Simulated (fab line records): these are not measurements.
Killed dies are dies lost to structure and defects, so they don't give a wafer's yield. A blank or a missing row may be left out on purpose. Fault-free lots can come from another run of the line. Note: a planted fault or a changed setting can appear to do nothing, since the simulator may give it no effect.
Which tool is to blame?    flow n5 finfet    24 lots with 72 wafers sampled at 5 steps, on a route of 1938 steps

## WHAT EACH GAUGE READ, for each wafer
N5_BEOL_M4_THK_MEAS_53: measures by xrf. Usual: M4_THK typically reads 40.3 nm, with standard deviation 1.5.
lot   measured      on             M4_THK (nm)     flag
L074  day 7 22:53   film metro-02  39.3 40.4 41.3  
L075  day 7 20:04   film metro-01  41.5 40.7 41.0  
L076  day 8 01:53   film metro-01  42.0 39.5 39.8  
L077  day 8 17:10   film metro-01  41.0 43.7 40.8  
L078  day 8 17:35   film metro-01  38.2 41.3 39.8  
L079  day 9 00:28   film metro-02  40.8 40.4 39.2  
L080  day 9 10:07   film metro-02  39.9 38.2 39.1  
L081  day 9 18:23   film metro-01  40.8 42.5 43.0  
L082  day 9 20:14   film metro-02  42.4 43.0 42.9  
L084  day 10 00:50  film metro-01  40.6 42.7 40.7  
L083  day 10 02:40  film metro-02  39.3 38.6 38.0  
L085  day 10 11:09  film metro-02  42.8 40.9 42.4  
L087  day 11 09:17  film metro-02  41.4 41.0 41.7  
L086  day 11 11:23  film metro-02  39.9 37.6 40.3  
L088  day 11 14:56  film metro-01  41.7 40.0 41.3  
L089  day 12 10:47  film metro-01  38.6 38.9 37.9  
L090  day 12 12:17  film metro-01  42.5 41.5 43.3  
L091  day 12 15:18  film metro-02  39.2 41.0 40.1  
L093  day 12 12:02  film metro-02  40.5 41.0 41.8  
L092  day 12 16:54  film metro-02  39.2 38.0 39.4  
L095  day 13 14:16  film metro-02  39.9 40.2 38.9  
L094  day 13 19:14  film metro-01  37.7 39.1 38.4  
L097  day 14 00:42  film metro-01  38.8 38.2 38.4  
L096  day 14 08:16  film metro-01  38.5 40.3 41.5  

## WHAT TOOL EACH LOT RAN ON (gives the tool, then ch and the chambers of the sampled wafers, and finally the start)
lot   N5_BEOL_M4_ALD_98                  N5_BEOL_M4_ETCH_41                             N5_BEOL_M4_STRIP_97                            N5_BEOL_M4_SPUTTER_88
L074  ald sin-03 ch 0,2,3, day 7 11:35   rie diel-05 ch 2,3, day 7 21:13 or earlier     rie diel-05 ch 2,3, day 7 21:13 or earlier     pvd sputter-02, day 7 21:13
L075  ald sin-01 ch 0,1,2, day 7 12:13   rie diel-04 ch 0,3, day 7 18:24 or earlier     rie diel-04 ch 0,3, day 7 18:24 or earlier     pvd sputter-02, day 7 18:24
L076  ald sin-04 ch 0,1,3, day 7 21:25   rie diel-05 ch 0,1,3, day 8 00:13 or earlier   rie diel-05 ch 0,1,3, day 8 00:13 or earlier   pvd sputter-02, day 8 00:13
L077  ald sin-04 ch 0,2,3, day 8 07:11   rie diel-05 ch 0,1,3, day 8 15:30 or earlier   rie diel-05 ch 0,1,3, day 8 15:30 or earlier   pvd sputter-01, day 8 15:30
L078  ald sin-01 ch 0,2,3, day 8 07:52   rie diel-02 ch 0,3, day 8 15:55 or earlier     rie diel-02 ch 0,3, day 8 15:55 or earlier     pvd sputter-03, day 8 15:55
L079  ald sin-03 ch 0,3, day 8 19:26     rie diel-04 ch 1,2, day 8 22:26 or earlier     rie diel-04 ch 1,2, day 8 22:26 or earlier     pvd sputter-01, day 8 22:26
L080  ald sin-03 ch 1,2,3, day 8 23:43   rie diel-05 ch 1,2, day 9 08:26 or earlier     rie diel-05 ch 1,2, day 9 08:26 or earlier     pvd sputter-02, day 9 08:26
L081  ald sin-03 ch 0,1,2, day 9 11:16   rie diel-04 ch 0,3, day 9 16:43 or earlier     rie diel-04 ch 0,3, day 9 16:43 or earlier     pvd sputter-01, day 9 16:43
L082  ald sin-01 ch 0,2,3, day 9 14:47   rie diel-04 ch 0,1,2, day 9 18:34 or earlier   rie diel-04 ch 0,1,2, day 9 18:34 or earlier   pvd sputter-01, day 9 18:34
L084  ald sin-03 ch 0,3, day 9 17:42     rie diel-04 ch 2,3, day 9 23:10 or earlier     rie diel-04 ch 2,3, day 9 23:10 or earlier     pvd sputter-01, day 9 23:10
L083  ald sin-03 ch 2,3, day 9 17:47     rie diel-02 ch 1,2,3, day 10 01:00 or earlier  rie diel-02 ch 1,2,3, day 10 01:00 or earlier  pvd sputter-01, day 10 01:00
L085  ald sin-01 ch 0,2,3, day 10 03:56  rie diel-04 ch 0,1, day 10 09:28 or earlier    rie diel-04 ch 0,1, day 10 09:28 or earlier    pvd sputter-01, day 10 09:28
L087  ald sin-03 ch 0,1, day 11 03:13    rie diel-02 ch 0,3, day 11 07:37 or earlier    rie diel-02 ch 0,3, day 11 07:37 or earlier    pvd sputter-03, day 11 07:37
L086  ald sin-04 ch 0,1,3, day 11 03:59  rie diel-02 ch 0,1,2, day 11 09:43 or earlier  rie diel-02 ch 0,1,2, day 11 09:43 or earlier  pvd sputter-02, day 11 09:43
L088  ald sin-01 ch 0,1,2, day 11 06:07  rie diel-04 ch 0,2, day 11 12:42 or earlier    rie diel-04 ch 0,2, day 11 12:42 or earlier    pvd sputter-01, day 11 12:42
L089  ald sin-01 ch 0,2,3, day 11 21:52  rie diel-02 ch 1,2, day 12 08:38 or earlier    rie diel-02 ch 1,2, day 12 08:38 or earlier    pvd sputter-02, day 12 08:38
L090  ald sin-01 ch 0,2, day 12 06:34    rie diel-05 ch 0,1,2, day 12 10:28 or earlier  rie diel-05 ch 0,1,2, day 12 10:28 or earlier  pvd sputter-02, day 12 10:28
L091  ald sin-03 ch 0,2,3, day 12 06:37  rie diel-05 ch 1,2, day 12 13:38 or earlier    rie diel-05 ch 1,2, day 12 13:38 or earlier    pvd sputter-02, day 12 13:38
L093  ald sin-01 ch 0,2,3, day 12 06:40  rie diel-04 ch 2,3, day 12 10:14 or earlier    rie diel-04 ch 2,3, day 12 10:14 or earlier    pvd sputter-01, day 12 10:14
L092  ald sin-01 ch 1,2,3, day 12 10:03  rie diel-02 ch 0,2,3, day 12 15:02 or earlier  rie diel-02 ch 0,2,3, day 12 15:02 or earlier  pvd sputter-03, day 12 15:02
L095  ald sin-03 ch 1,2,3, day 12 17:59  rie diel-02 ch 0,1,2, day 13 12:36 or earlier  rie diel-02 ch 0,1,2, day 13 12:36 or earlier  pvd sputter-02, day 13 12:36
L094  ald sin-04 ch 0,3, day 13 03:31    rie diel-05 ch 1,2, day 13 17:34 or earlier    rie diel-05 ch 1,2, day 13 17:34 or earlier    pvd sputter-01, day 13 17:34
L097  ald sin-03 ch 0,1,2, day 13 18:03  rie diel-02 ch 0,1,2, day 13 23:01 or earlier  rie diel-02 ch 0,1,2, day 13 23:01 or earlier  pvd sputter-02, day 13 23:01
L096  ald sin-03 ch 0,2,3, day 14 00:02  rie diel-02 ch 1,2,3, day 14 06:35 or earlier  rie diel-02 ch 1,2,3, day 14 06:35 or earlier  pvd sputter-02, day 14 06:35
- N5_BEOL_M4_ALD_98: deposits SiO2, target thk 2.5 nm, pulse time 1 s, co reactant pulse time 1 s.
- N5_BEOL_M4_ETCH_41: etches SiCN in CH3F/O2, target depth 29.9 nm, time 52.5 s.
- N5_BEOL_M4_STRIP_97: strips in N2/H2, time 10 s.
- N5_BEOL_M4_SPUTTER_88: material Cu, target thk 4.5 nm, time 8.29 s.

## AS READ BY THE TOOLS THEMSELVES (means over the sampled wafers that have a number; for cases with no such wafer, the mark the record gives instead)
N5_BEOL_M4_ALD_98. Usual: heater power w 77 W, standard deviation 8; precursor pulse height rel 0.998, standard deviation 0.023.
lot   tool        heater power w (W)  precursor pulse height rel  flag
L074  ald sin-03  81                  0.972                       
L075  ald sin-01  74                  1.007                       
L076  ald sin-04  71                  1.009                       
L077  ald sin-04  68                  0.986                       
L078  ald sin-01  76                  0.988                       
L079  ald sin-03  76                  1.011                       
L080  ald sin-03  78                  0.980                       
L081  ald sin-03  82                  1.009                       
L082  ald sin-01  78                  1.031                       
L084  ald sin-03  75                  1.008                       
L083  ald sin-03  79                  0.995                       
L085  ald sin-01  79                  1.000                       
L087  ald sin-03  84                  0.982                       
L086  ald sin-04  70                  1.002                       
L088  ald sin-01  75                  1.007                       
L089  ald sin-01  77                  1.006                       
L090  ald sin-01  78                  0.993                       
L091  ald sin-03  81                  0.977                       
L093  ald sin-01  79                  1.004                       
L092  ald sin-01  81                  0.998                       
L095  ald sin-03  76                  1.012                       
L094  ald sin-04  63                  1.009                       
L097  ald sin-03  83                  0.999                       
L096  ald sin-03  81                  0.974                       

N5_BEOL_M4_ETCH_41. Usual: drypump motor current A 5.7 A, standard deviation 0.44; oes product au 0.82 a.u., standard deviation 0.087; rf vpp V 297.4 V, standard deviation 1.6; showerhead plenum p Torr 2.00 Torr, standard deviation 0.064; throttle valve pct 16.19 %, standard deviation 0.21.
lot   tool         drypump motor current A (A)  oes product au (a.u.)  rf vpp V (V)  showerhead plenum p Torr (Torr)  throttle valve pct (%)  flag
L074  rie diel-05  6.1                          0.76                   298.5         2.09                             16.52                   
L075  rie diel-04  5.6                          0.69                   296.9         1.99                             16.22                   
L076  rie diel-05  5.5                          0.89                   297.8         2.01                             16.17                   
L077  rie diel-05  5.5                          0.88                   297.3         2.01                             16.18                   
L078  rie diel-02  5.7                          0.84                   297.2         1.99                             16.02                   
L079  rie diel-04  5.7                          0.75                   296.3         1.98                             16.37                   
L080  rie diel-05  6.0                          0.79                   298.2         1.98                             16.42                   
L081  rie diel-04  5.6                          0.86                   297.1         1.99                             15.92                   
L082  rie diel-04  5.5                          0.83                   296.9         1.98                             16.12                   
L084  rie diel-04  6.0                          0.69                   297.5         1.99                             16.46                   
L083  rie diel-02  5.8                          0.84                   298.2         2.05                             16.05                   
L085  rie diel-04  5.3                          0.91                   297.2         1.98                             15.85                   
L087  rie diel-02  5.7                          0.75                   295.2         1.94                             16.20                   
L086  rie diel-02  5.7                          0.78                   297.8         2.00                             16.20                   
L088  rie diel-04  5.6                          0.97                   296.9         1.96                             15.95                   
L089  rie diel-02  5.6                          0.81                   298.0         2.03                             16.15                   
L090  rie diel-05  6.0                          0.88                   297.7         1.97                             16.25                   
L091  rie diel-05  5.9                          0.85                   297.1         1.97                             16.31                   
L093  rie diel-04  6.0                          0.88                   296.3         1.99                             16.19                   
L092  rie diel-02  5.9                          0.77                   297.5         2.00                             16.14                   
L095  rie diel-02  5.8                          0.76                   297.5         1.99                             16.22                   
L094  rie diel-05  6.2                          0.88                   297.5         2.01                             16.32                   
L097  rie diel-02  5.7                          0.76                   297.3         1.99                             16.24                   
L096  rie diel-02  5.7                          0.80                   298.0         2.04                             16.11                   

N5_BEOL_M4_STRIP_97. Usual: drypump motor current A 5.8 A, standard deviation 0.44; oes product au 0.82 a.u., standard deviation 0.088; rf vpp V 59.3 V, standard deviation 0.87; showerhead plenum p Torr 2.55 Torr, standard deviation 0.085; throttle valve pct 23.52 %, standard deviation 0.26.
lot   tool         drypump motor current A (A)  oes product au (a.u.)  rf vpp V (V)  showerhead plenum p Torr (Torr)  throttle valve pct (%)  flag
L074  rie diel-05  6.1                          0.77                   59.2          2.66                             23.88                   
L075  rie diel-04  5.6                          0.69                   59.2          2.53                             23.30                   
L076  rie diel-05  5.5                          0.90                   60.2          2.56                             23.66                   
L077  rie diel-05  5.6                          0.87                   59.2          2.56                             23.66                   
L078  rie diel-02  5.7                          0.85                   59.2          2.53                             23.43                   
L079  rie diel-04  5.7                          0.75                   60.4          2.52                             23.53                   
L080  rie diel-05  5.9                          0.80                   58.9          2.52                             23.88                   
L081  rie diel-04  5.6                          0.86                   59.4          2.52                             23.12                   
L082  rie diel-04  5.4                          0.82                   59.7          2.52                             23.27                   
L084  rie diel-04  6.0                          0.70                   59.2          2.53                             23.65                   
L083  rie diel-02  5.7                          0.85                   59.0          2.61                             23.40                   
L085  rie diel-04  5.3                          0.90                   59.3          2.52                             23.03                   
L087  rie diel-02  5.8                          0.76                   58.5          2.46                             23.49                   
L086  rie diel-02  5.8                          0.77                   59.8          2.54                             23.46                   
L088  rie diel-04  5.6                          0.96                   58.7          2.48                             23.19                   
L089  rie diel-02  5.6                          0.80                   59.1          2.60                             23.46                   
L090  rie diel-05  6.0                          0.88                   59.7          2.52                             23.78                   
L091  rie diel-05  5.9                          0.86                   59.9          2.51                             23.80                   
L093  rie diel-04  6.0                          0.88                   59.3          2.52                             23.51                   
L092  rie diel-02  5.9                          0.77                   59.1          2.54                             23.43                   
L095  rie diel-02  5.8                          0.76                   58.9          2.54                             23.47                   
L094  rie diel-05  6.3                          0.88                   58.6          2.57                             23.80                   
L097  rie diel-02  5.8                          0.75                   58.7          2.53                             23.48                   
L096  rie diel-02  5.7                          0.81                   59.3          2.59                             23.45                   

N5_BEOL_M4_SPUTTER_88. Usual: chamber pressure pa 0.06999 Pa, standard deviation 0.00015; throttle valve pct 30.3 %, standard deviation 0.66.
lot   tool            chamber pressure pa (Pa)  throttle valve pct (%)  flag
L074  pvd sputter-02  0.07008                   30.3                    
L075  pvd sputter-02  0.06996                   30.0                    
L076  pvd sputter-02  0.06987                   30.0                    
L077  pvd sputter-01  0.07014                   31.0                    
L078  pvd sputter-03  0.06982                   29.8                    
L079  pvd sputter-01  0.07005                   30.9                    
L080  pvd sputter-02  0.06995                   30.6                    
L081  pvd sputter-01  0.06981                   30.8                    
L082  pvd sputter-01  0.06996                   30.2                    
L084  pvd sputter-01  0.07002                   30.5                    
L083  pvd sputter-01  0.06986                   30.2                    
L085  pvd sputter-01  0.06998                   29.9                    
L087  pvd sputter-03  0.06997                   30.5                    
L086  pvd sputter-02  0.07000                   30.2                    
L088  pvd sputter-01  0.07004                   30.3                    
L089  pvd sputter-02  0.07014                   29.7                    
L090  pvd sputter-02  0.06994                   30.1                    
L091  pvd sputter-02  0.06976                   30.4                    
L093  pvd sputter-01  0.07002                   30.8                    
L092  pvd sputter-03  0.06996                   29.3                    
L095  pvd sputter-02  0.07009                   30.4                    
L094  pvd sputter-01  0.06989                   30.4                    
L097  pvd sputter-02  0.06997                   30.6                    
L096  pvd sputter-02  0.07001                   30.3                    

## THE ANSWER, worked out from the rows above alone
Rule: a lot counts as off when the mean over its wafers that have a number is more than 3 standard deviations away from the usual mean. A lot without any number at a reading at which 4 lots or more have one is off too. Where the step has rows for the other lots, those lots are counted as sound. The gauges are gone through in route order, then the tools' own readings, and for those a lot's mean is taken as printed above. At the first step where some lot is off, the reading lying furthest off is the one used; lots without a number count as furthest.
Across all readings shown, no lot is off: no conclusion can be drawn from this.

## WHAT THE SIMULATOR HAD PUT IN
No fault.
